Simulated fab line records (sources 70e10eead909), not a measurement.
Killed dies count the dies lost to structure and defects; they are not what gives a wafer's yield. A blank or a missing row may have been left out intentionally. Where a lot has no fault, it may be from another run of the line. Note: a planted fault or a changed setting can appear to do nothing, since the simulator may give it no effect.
Chamber matching	flow nand_harc	NHARC_P_BONDPAD_DESCUM_11 on rie_diel-13 has 4 sister chambers
The step chemistry O2, time 3 s. 20 wafers are shown with their chamber, then 10 later ones without.

## EACH WAFER AND ITS CHAMBER
wafer	chamber	showerhead_plenum_p_Torr (Torr)	drypump_motor_current_A (A)	oes_product_au (a.u.)
L075.1	3	1.97	6.3	0.990
L075.2	1	1.95	6.7	1.006
L075.5	3	1.97	6.3	0.997
L076.2	1	1.95	6.7	1.012
L076.5	2	1.79	5.0	1.003
L076.6	3	1.97	6.2	1.014
L080.3	3	1.97	6.2	1.014
L080.4	2	1.79	5.0	1.000
L080.6	2	1.79	5.0	0.996
L082.1	1	1.95	6.7	1.006
L082.2	0	1.95	5.2	1.019
L082.3	2	1.79	5.0	1.001
L083.1	3	1.97	6.3	1.016
L083.3	1	1.94	6.7	0.999
L083.6	0	1.95	5.2	1.011
L086.1	0	1.95	5.2	1.021
L086.4	3	1.97	6.3	1.018
L086.6	0	1.95	5.2	1.017
L088.4	0	1.95	5.2	1.021
L088.5	0	1.95	5.2	1.023

SIGNATURES, as means of the wafers listed above
reading	chamber 0	chamber 1	chamber 2	chamber 3	scatter within a chamber
showerhead_plenum_p_Torr	1.9500	1.9475	1.7900	1.9700	0.00217
drypump_motor_current_A	5.200	6.700	5.000	6.267	0.0289
oes_product_au	1.01867	1.00575	1.00000	1.00817	0.00743
Rule: for a wafer and a chamber, the distance is found by dividing, reading by reading, the gap between the wafer's reading and the chamber's mean by the reading's scatter, squaring, summing and taking the root. The wafer belongs to the nearest chamber; if the next one is less than 2 further off, it can't be placed. The scatter: take each reading less its chamber's mean, square it, sum over the shown wafers, divide by the number of wafers less the number of chambers, and take the root.

## WAFERS WITHOUT THEIR CHAMBER
wafer	showerhead_plenum_p_Torr (Torr)	drypump_motor_current_A (A)	oes_product_au (a.u.)
L088.6	1.97	6.2	1.015
L092.1	1.79	5.0	1.004
L092.2	1.94	6.7	1.019
L092.3	1.97	6.3	1.015
L094.3	1.97	6.2	1.014
L094.5	1.97	6.2	1.021
L094.6	1.94	6.7	1.014
L093.1	1.97	6.3	1.011
L093.4	1.79	5.0	0.999
L093.5	1.97	6.3	1.013

## THE CHAMBER EACH PASSED THROUGH
wafer	from the rows above	in truth
L088.6	3	3
L092.1	2	2
L092.2	1	1
L092.3	3	3
L094.3	3	3
L094.5	3	3
L094.6	1	1
L093.1	3	3
L093.4	2	2
L093.5	3	3
Placed correctly: 10 of 10. Can't be placed from these rows: 0. Wrongly placed: 0.
